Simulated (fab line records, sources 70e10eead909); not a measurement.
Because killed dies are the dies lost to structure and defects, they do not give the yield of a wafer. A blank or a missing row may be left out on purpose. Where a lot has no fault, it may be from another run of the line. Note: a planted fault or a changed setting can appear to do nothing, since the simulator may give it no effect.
What tool caused it? || flow nand harc || 12 lots, 36 wafers sampled, at 6 steps of a route of 1159

== WHAT THE GAUGES READ, wafer by wafer ==
NHARC_P_M0_CD_MEAS_09 targets a cd of 90 nm. Usual: cd nm reads 90.3 nm (standard deviation 0.6).
{"lot": "L236", "measured": "day 5 22:19", "on": "cd sem-03", "cd nm (nm)": "91.3 90.8 92.0", "flag": ""}
{"lot": "L237", "measured": "day 6 10:04", "on": "cd sem-03", "cd nm (nm)": "90.4 91.5 91.4", "flag": ""}
{"lot": "L239", "measured": "day 6 19:56", "on": "cd sem-02", "cd nm (nm)": "89.7 90.7 90.1", "flag": ""}
{"lot": "L240", "measured": "day 6 21:47", "on": "cd sem-01", "cd nm (nm)": "90.7 90.4 90.7", "flag": ""}
{"lot": "L243", "measured": "day 7 03:34", "on": "cd sem-01", "cd nm (nm)": "89.3 90.2 90.1", "flag": ""}
{"lot": "L245", "measured": "day 8 05:08", "on": "cd sem-02", "cd nm (nm)": "120.5 119.5 119.4", "flag": "OFF"}
{"lot": "L246", "measured": "day 8 06:16", "on": "cd sem-03", "cd nm (nm)": "90.4 91.0 90.4", "flag": ""}
{"lot": "L249", "measured": "day 9 04:31", "on": "cd sem-03", "cd nm (nm)": "90.7 90.1 90.3", "flag": ""}
{"lot": "L252", "measured": "day 9 14:49", "on": "cd sem-01", "cd nm (nm)": "89.7 91.2 89.9", "flag": ""}
{"lot": "L255", "measured": "day 10 11:50", "on": "cd sem-03", "cd nm (nm)": "89.3 90.2 90.3", "flag": ""}
{"lot": "L258", "measured": "day 11 05:13", "on": "cd sem-01", "cd nm (nm)": "89.7 90.3 91.1", "flag": ""}
{"lot": "L259", "measured": "day 11 17:23", "on": "cd sem-01", "cd nm (nm)": "90.0 89.4 89.9", "flag": ""}

NHARC_P_M0_OVL_MEAS_10: pitch 180 nm. Usual: overlay x nm -0.2 nm, standard deviation 0.85; overlay y nm 0.1 nm, standard deviation 0.69.
{"lot": "L236", "measured": "day 5 22:24", "on": "overlay-02", "overlay x nm (nm)": "0.2 0.3 0.1", "overlay y nm (nm)": "-0.3 -0.3 -0.3", "flag": ""}
{"lot": "L237", "measured": "day 6 10:09", "on": "overlay-02", "overlay x nm (nm)": "-0.5 -0.3 -0.2", "overlay y nm (nm)": "-0.1 -0.2 0.5", "flag": ""}
{"lot": "L239", "measured": "day 6 20:02", "on": "overlay-01", "overlay x nm (nm)": "0.6 0.0 0.2", "overlay y nm (nm)": "0.1 0.3 0.3", "flag": ""}
{"lot": "L240", "measured": "day 6 21:52", "on": "overlay-02", "overlay x nm (nm)": "-0.6 -0.5 -0.8", "overlay y nm (nm)": "0.2 0.6 1.1", "flag": ""}
{"lot": "L243", "measured": "day 7 03:39", "on": "overlay-02", "overlay x nm (nm)": "0.0 0.0 -0.3", "overlay y nm (nm)": "0.9 0.5 1.0", "flag": ""}
{"lot": "L245", "measured": "day 8 05:13", "on": "overlay-01", "overlay x nm (nm)": "1.9 2.0 1.2", "overlay y nm (nm)": "-1.3 -1.5 -1.4", "flag": ""}
{"lot": "L246", "measured": "day 8 06:21", "on": "overlay-01", "overlay x nm (nm)": "-1.6 -1.3 -1.7", "overlay y nm (nm)": "0.0 -0.1 -0.4", "flag": ""}
{"lot": "L249", "measured": "day 9 04:36", "on": "overlay-01", "overlay x nm (nm)": "1.4 1.5 1.5", "overlay y nm (nm)": "-0.4 -0.6 -0.1", "flag": ""}
{"lot": "L252", "measured": "day 9 14:55", "on": "overlay-02", "overlay x nm (nm)": "-0.9 0.4 -0.4", "overlay y nm (nm)": "0.4 0.8 0.2", "flag": ""}
{"lot": "L255", "measured": "day 10 11:55", "on": "overlay-01", "overlay x nm (nm)": "-0.3 0.3 -0.4", "overlay y nm (nm)": "0.2 0.6 -0.1", "flag": ""}
{"lot": "L258", "measured": "day 11 05:19", "on": "overlay-01", "overlay x nm (nm)": "-0.3 -0.3 -0.7", "overlay y nm (nm)": "-0.5 -0.1 -0.8", "flag": ""}
{"lot": "L259", "measured": "day 11 17:28", "on": "overlay-01", "overlay x nm (nm)": "1.0 1.0 0.8", "overlay y nm (nm)": "1.7 1.4 1.3", "flag": ""}

NHARC_P_M0_INSPECT_11. Usual: raw defect count reads 4.1 (standard deviation 2.4).
{"lot": "L236", "measured": "day 5 22:26", "on": "defect inspect-01", "raw defect count": "2 6 3", "flag": ""}
{"lot": "L237", "measured": "day 6 10:11", "on": "defect inspect-01", "raw defect count": "6 4 1", "flag": ""}
{"lot": "L239", "measured": "day 6 20:05", "on": "defect inspect-01", "raw defect count": "5 5 3", "flag": ""}
{"lot": "L240", "measured": "day 6 21:53", "on": "defect inspect-02", "raw defect count": "9 7 6", "flag": ""}
{"lot": "L243", "measured": "day 7 03:41", "on": "defect inspect-02", "raw defect count": "1 3 1", "flag": ""}
{"lot": "L245", "measured": "day 8 05:15", "on": "defect inspect-01", "raw defect count": "2 6 4", "flag": ""}
{"lot": "L246", "measured": "day 8 06:23", "on": "defect inspect-01", "raw defect count": "8 4 9", "flag": ""}
{"lot": "L249", "measured": "day 9 04:38", "on": "defect inspect-02", "raw defect count": "7 8 7", "flag": ""}
{"lot": "L252", "measured": "day 9 14:56", "on": "defect inspect-01", "raw defect count": "5 5 2", "flag": ""}
{"lot": "L255", "measured": "day 10 11:58", "on": "defect inspect-01", "raw defect count": "2 5 2", "flag": ""}
{"lot": "L258", "measured": "day 11 05:21", "on": "defect inspect-02", "raw defect count": "9 4 5", "flag": ""}
{"lot": "L259", "measured": "day 11 17:30", "on": "defect inspect-01", "raw defect count": "3 2 2", "flag": ""}

NHARC_END_SORT_01. Usual: defect limited yield 95.4 %, standard deviation 1.5; killed at array 28, standard deviation 10; killed at other 0.5, standard deviation 0.82; killed at periphery 3.4, standard deviation 2.2; killed dies 31, standard deviation 10; killed open 3.4, standard deviation 1.9; killed short 1.9, standard deviation 1.3; sort_bin_2_pct 1.5 %, standard deviation 0.6; sort_bin_3_pct 0.29 %, standard deviation 0.24; sort_bin_4_pct 2.9 %, standard deviation 0.97; sort n pass 646, standard deviation 10; sort rim yield pct 94.7 %, standard deviation 3; sort yield pct 95.4 %, standard deviation 1.5.
{"lot": "L237", "measured": "day 20 17:59", "on": "prober-02", "defect limited yield (%)": "96.8 95.4 96.0", "killed at array": "16 25 24", "killed at other": "0 0 0", "killed at periphery": "6 6 3", "killed dies": "22 31 27", "killed open": "4 6 3", "killed short": "2 3 2", "sort_bin_2_pct (%)": "0.6 1.0 1.2", "sort_bin_3_pct (%)": "0.30 0.30 0.30", "sort_bin_4_pct (%)": "2.4 3.2 2.5", "sort n pass": "655 646 650", "sort rim yield pct (%)": "98.1 92.5 95.3", "sort yield pct (%)": "96.8 95.4 96.0", "flag": ""}
{"lot": "L239", "measured": "day 20 16:45", "on": "prober-01", "defect limited yield (%)": "97.2 96.2 97.2", "killed at array": "15 23 14", "killed at other": "0 0 1", "killed at periphery": "4 3 4", "killed dies": "19 26 19", "killed open": "2 3 2", "killed short": "3 1 3", "sort_bin_2_pct (%)": "1.2 1.3 0.9", "sort_bin_3_pct (%)": "0 0.15 0", "sort_bin_4_pct (%)": "1.6 2.4 1.9", "sort n pass": "658 651 658", "sort rim yield pct (%)": "98.1 93.4 99.1", "sort yield pct (%)": "97.2 96.2 97.2", "flag": ""}
{"lot": "L243", "measured": "day 21 06:40", "on": "prober-02", "defect limited yield (%)": "96.2 95.6 96.3", "killed at array": "22 26 23", "killed at other": "2 1 1", "killed at periphery": "2 3 1", "killed dies": "26 30 25", "killed open": "4 6 2", "killed short": "2 2 4", "sort_bin_2_pct (%)": "1.3 1.0 1.2", "sort_bin_3_pct (%)": "0.30 0.15 0.30", "sort_bin_4_pct (%)": "2.2 3.2 2.2", "sort n pass": "651 647 652", "sort rim yield pct (%)": "94.3 93.4 97.2", "sort yield pct (%)": "96.2 95.6 96.3", "flag": ""}
{"lot": "L245", "measured": "day 22 13:51", "on": "prober-02", "defect limited yield (%)": "91.7 94.7 92.6", "killed at array": "25 20 32", "killed at other": "0 0 1", "killed at periphery": "31 16 17", "killed dies": "56 36 50", "killed open": "1 4 6", "killed short": "1 1 0", "sort_bin_2_pct (%)": "2.1 1.2 2.7", "sort_bin_3_pct (%)": "3.55 1.62 1.62", "sort_bin_4_pct (%)": "2.7 2.5 3.1", "sort n pass": "621 641 627", "sort rim yield pct (%)": "97.2 92.5 95.3", "sort yield pct (%)": "91.7 94.7 92.6", "flag": "OFF"}
{"lot": "L249", "measured": "day 22 11:24", "on": "prober-01", "defect limited yield (%)": "96.9 94.7 95.7", "killed at array": "17 31 24", "killed at other": "0 0 1", "killed at periphery": "4 5 4", "killed dies": "21 36 29", "killed open": "3 0 4", "killed short": "1 2 2", "sort_bin_2_pct (%)": "0.7 1.8 1.3", "sort_bin_3_pct (%)": "0 0.44 0", "sort_bin_4_pct (%)": "2.4 3.1 3.0", "sort n pass": "656 641 648", "sort rim yield pct (%)": "97.2 96.2 90.6", "sort yield pct (%)": "96.9 94.7 95.7", "flag": ""}
{"lot": "L252", "measured": "day 23 11:35", "on": "prober-02", "defect limited yield (%)": "93.9 94.8 95.3", "killed at array": "38 33 29", "killed at other": "0 0 1", "killed at periphery": "3 2 2", "killed dies": "41 35 32", "killed open": "9 4 2", "killed short": "2 2 4", "sort_bin_2_pct (%)": "2.2 1.5 1.2", "sort_bin_3_pct (%)": "0.30 0.44 0.44", "sort_bin_4_pct (%)": "3.5 3.2 3.1", "sort n pass": "636 642 645", "sort rim yield pct (%)": "91.5 96.2 96.2", "sort yield pct (%)": "93.9 94.8 95.3", "flag": ""}
{"lot": "L255", "measured": "day 24 09:18", "on": "prober-01", "defect limited yield (%)": "97.3 97.9 97.6", "killed at array": "16 13 14", "killed at other": "0 0 0", "killed at periphery": "2 1 2", "killed dies": "18 14 16", "killed open": "2 1 1", "killed short": "3 4 1", "sort_bin_2_pct (%)": "0.6 0.6 0.7", "sort_bin_3_pct (%)": "0.30 0.15 0.15", "sort_bin_4_pct (%)": "1.8 1.3 1.5", "sort n pass": "659 663 661", "sort rim yield pct (%)": "98.1 96.2 97.2", "sort yield pct (%)": "97.3 97.9 97.6", "flag": ""}
{"lot": "L258", "measured": "day 24 10:56", "on": "prober-02", "defect limited yield (%)": "95.0 94.4 95.9", "killed at array": "31 34 22", "killed at other": "0 3 0", "killed at periphery": "3 1 6", "killed dies": "34 38 28", "killed open": "4 3 6", "killed short": "0 5 4", "sort_bin_2_pct (%)": "1.5 1.6 1.0", "sort_bin_3_pct (%)": "0.15 0.15 0.59", "sort_bin_4_pct (%)": "3.4 3.8 2.5", "sort n pass": "643 639 649", "sort rim yield pct (%)": "96.2 90.6 93.4", "sort yield pct (%)": "95.0 94.4 95.9", "flag": ""}

== EACH LOT AND THE TOOL THAT RAN IT (in order: tool; ch and the chambers of the sampled wafers; start) ==
{"lot": "L236", "NHARC_P_CONTACT_CMP_24": "cmp-01 ch 0,1, day 5 21:09", "NHARC_P_M0_PEB_07": "litho track-01 ch 0, day 5 22:14"}
{"lot": "L237", "NHARC_P_CONTACT_CMP_24": "cmp-02 ch 2,3, day 6 08:46", "NHARC_P_M0_PEB_07": "litho track-01 ch 0, day 6 09:59"}
{"lot": "L239", "NHARC_P_CONTACT_CMP_24": "cmp-03 ch 0,2,3, day 6 18:38", "NHARC_P_M0_PEB_07": "litho track-04 ch 0, day 6 19:52"}
{"lot": "L240", "NHARC_P_CONTACT_CMP_24": "cmp-02 ch 1,2,3, day 6 20:32", "NHARC_P_M0_PEB_07": "litho track-01 ch 0, day 6 21:41"}
{"lot": "L243", "NHARC_P_CONTACT_CMP_24": "cmp-01 ch 0,1,2, day 7 02:22", "NHARC_P_M0_PEB_07": "litho track-06 ch 0, day 7 03:29"}
{"lot": "L245", "NHARC_P_CONTACT_CMP_24": "cmp-02 ch 0,3, day 8 03:56", "NHARC_P_M0_PEB_07": "litho track-06 ch 0, day 8 05:02"}
{"lot": "L246", "NHARC_P_CONTACT_CMP_24": "cmp-01 ch 1,2,3, day 8 04:58", "NHARC_P_M0_PEB_07": "litho track-04 ch 0, day 8 06:11"}
{"lot": "L249", "NHARC_P_CONTACT_CMP_24": "cmp-03 ch 1,2,3, day 9 03:17", "NHARC_P_M0_PEB_07": "litho track-01 ch 0, day 9 04:26"}
{"lot": "L252", "NHARC_P_CONTACT_CMP_24": "cmp-03 ch 0,1, day 9 13:18", "NHARC_P_M0_PEB_07": "litho track-01 ch 0, day 9 14:44"}
{"lot": "L255", "NHARC_P_CONTACT_CMP_24": "cmp-03 ch 0,1,2, day 10 10:40", "NHARC_P_M0_PEB_07": "litho track-01 ch 0, day 10 11:45"}
{"lot": "L258", "NHARC_P_CONTACT_CMP_24": "cmp-03 ch 0,1,3, day 11 03:57", "NHARC_P_M0_PEB_07": "litho track-01 ch 0, day 11 05:08"}
{"lot": "L259", "NHARC_P_CONTACT_CMP_24": "cmp-01 ch 1,2,3, day 11 16:04", "NHARC_P_M0_PEB_07": "litho track-01 ch 0, day 11 17:18"}
- NHARC_P_CONTACT_CMP_24: polishes, t overpolish 30 s, target thk 200 nm.
- NHARC_P_M0_PEB_07: peb time 65 s.

== AS READ BY THE TOOLS THEMSELVES (means over the sampled wafers that have a number; for cases with no such wafer, the mark the record gives instead) ==
NHARC_P_CONTACT_CMP_24. Usual: motor current A 12.3 A, standard deviation 1.4; overpolish run s 29.999 s, standard deviation 0.0099; slurry flow ml min 150.0, standard deviation 0.46; time to endpoint s 39.1 s, standard deviation 2.8.
{"lot": "L236", "tool": "cmp-01", "motor current A (A)": 12.6, "overpolish run s (s)": 30.002, "slurry flow ml min": 150.3, "time to endpoint s (s)": 35.5, "flag": ""}
{"lot": "L237", "tool": "cmp-02", "motor current A (A)": 11.5, "overpolish run s (s)": 30.000, "slurry flow ml min": 149.8, "time to endpoint s (s)": 40.4, "flag": ""}
{"lot": "L239", "tool": "cmp-03", "motor current A (A)": 11.8, "overpolish run s (s)": 30.001, "slurry flow ml min": 150.3, "time to endpoint s (s)": 41.6, "flag": ""}
{"lot": "L240", "tool": "cmp-02", "motor current A (A)": 11.7, "overpolish run s (s)": 29.984, "slurry flow ml min": 149.8, "time to endpoint s (s)": 37.2, "flag": ""}
{"lot": "L243", "tool": "cmp-01", "motor current A (A)": 13.0, "overpolish run s (s)": 29.995, "slurry flow ml min": 149.8, "time to endpoint s (s)": 35.1, "flag": ""}
{"lot": "L245", "tool": "cmp-02", "motor current A (A)": 12.6, "overpolish run s (s)": 30.003, "slurry flow ml min": 149.8, "time to endpoint s (s)": 40.0, "flag": ""}
{"lot": "L246", "tool": "cmp-01", "motor current A (A)": 12.0, "overpolish run s (s)": 29.984, "slurry flow ml min": 149.6, "time to endpoint s (s)": 41.2, "flag": ""}
{"lot": "L249", "tool": "cmp-03", "motor current A (A)": 12.8, "overpolish run s (s)": 30.003, "slurry flow ml min": 149.9, "time to endpoint s (s)": 43.1, "flag": ""}
{"lot": "L252", "tool": "cmp-03", "motor current A (A)": 13.9, "overpolish run s (s)": 29.996, "slurry flow ml min": 149.7, "time to endpoint s (s)": 41.4, "flag": ""}
{"lot": "L255", "tool": "cmp-03", "motor current A (A)": 13.7, "overpolish run s (s)": 29.998, "slurry flow ml min": 150.3, "time to endpoint s (s)": 41.0, "flag": ""}
{"lot": "L258", "tool": "cmp-03", "motor current A (A)": 12.3, "overpolish run s (s)": 30.001, "slurry flow ml min": 150.0, "time to endpoint s (s)": 38.1, "flag": ""}
{"lot": "L259", "tool": "cmp-01", "motor current A (A)": 11.7, "overpolish run s (s)": 29.999, "slurry flow ml min": 150.4, "time to endpoint s (s)": 39.4, "flag": ""}

NHARC_P_M0_PEB_07. Usual: heater power total W 156.6 W, standard deviation 0.44; plate temp C 100.01 C, standard deviation 0.11.
{"lot": "L236", "tool": "litho track-01", "heater power total W (W)": 156.5, "plate temp C (C)": 99.90, "flag": ""}
{"lot": "L237", "tool": "litho track-01", "heater power total W (W)": 156.8, "plate temp C (C)": 99.91, "flag": ""}
{"lot": "L239", "tool": "litho track-04", "heater power total W (W)": 156.7, "plate temp C (C)": 99.98, "flag": ""}
{"lot": "L240", "tool": "litho track-01", "heater power total W (W)": 156.7, "plate temp C (C)": 100.04, "flag": ""}
{"lot": "L243", "tool": "litho track-06", "heater power total W (W)": 156.6, "plate temp C (C)": 100.11, "flag": ""}
{"lot": "L245", "tool": "litho track-06", "heater power total W (W)": 186.5, "plate temp C (C)": 113.76, "flag": "OFF"}
{"lot": "L246", "tool": "litho track-04", "heater power total W (W)": 156.4, "plate temp C (C)": 99.90, "flag": ""}
{"lot": "L249", "tool": "litho track-01", "heater power total W (W)": 156.3, "plate temp C (C)": 99.88, "flag": ""}
{"lot": "L252", "tool": "litho track-01", "heater power total W (W)": 156.7, "plate temp C (C)": 99.98, "flag": ""}
{"lot": "L255", "tool": "litho track-01", "heater power total W (W)": 156.5, "plate temp C (C)": 100.10, "flag": ""}
{"lot": "L258", "tool": "litho track-01", "heater power total W (W)": 156.7, "plate temp C (C)": 100.08, "flag": ""}
{"lot": "L259", "tool": "litho track-01", "heater power total W (W)": 156.5, "plate temp C (C)": 99.97, "flag": ""}

== THE ANSWER, worked out from the rows above alone ==
Rule: lot off if the mean of its wafers having a number is beyond 3 standard deviations from the usual mean. A lot without any number at a reading at which 4 lots or more have one is off too. Where the step has rows for the other lots, those lots are counted as sound. Order of review: gauges by route order, followed by the tools' own readings, for which a lot's mean as printed above is used. The first step at which some lot is off is used, and at that step the reading that is off furthest; a lot without a number counts as furthest.
Off, at NHARC_P_M0_CD_MEAS_09 on cd nm: L245.
If a tool, at a process step before that reading, ran all the lots that are off and no sound lot after the first of them, it fits. The gauges at NHARC_P_M0_CD_MEAS_09 aren't tried: what is off there is off at NHARC_END_SORT_01 too, on other tools, and a gauge's error can't cause that. This does not decide it: 2 tools fit, namely cmp-02 at NHARC_P_CONTACT_CMP_24 and litho track-06 at NHARC_P_M0_PEB_07.

== WHAT THE SIMULATOR PUT IN ==
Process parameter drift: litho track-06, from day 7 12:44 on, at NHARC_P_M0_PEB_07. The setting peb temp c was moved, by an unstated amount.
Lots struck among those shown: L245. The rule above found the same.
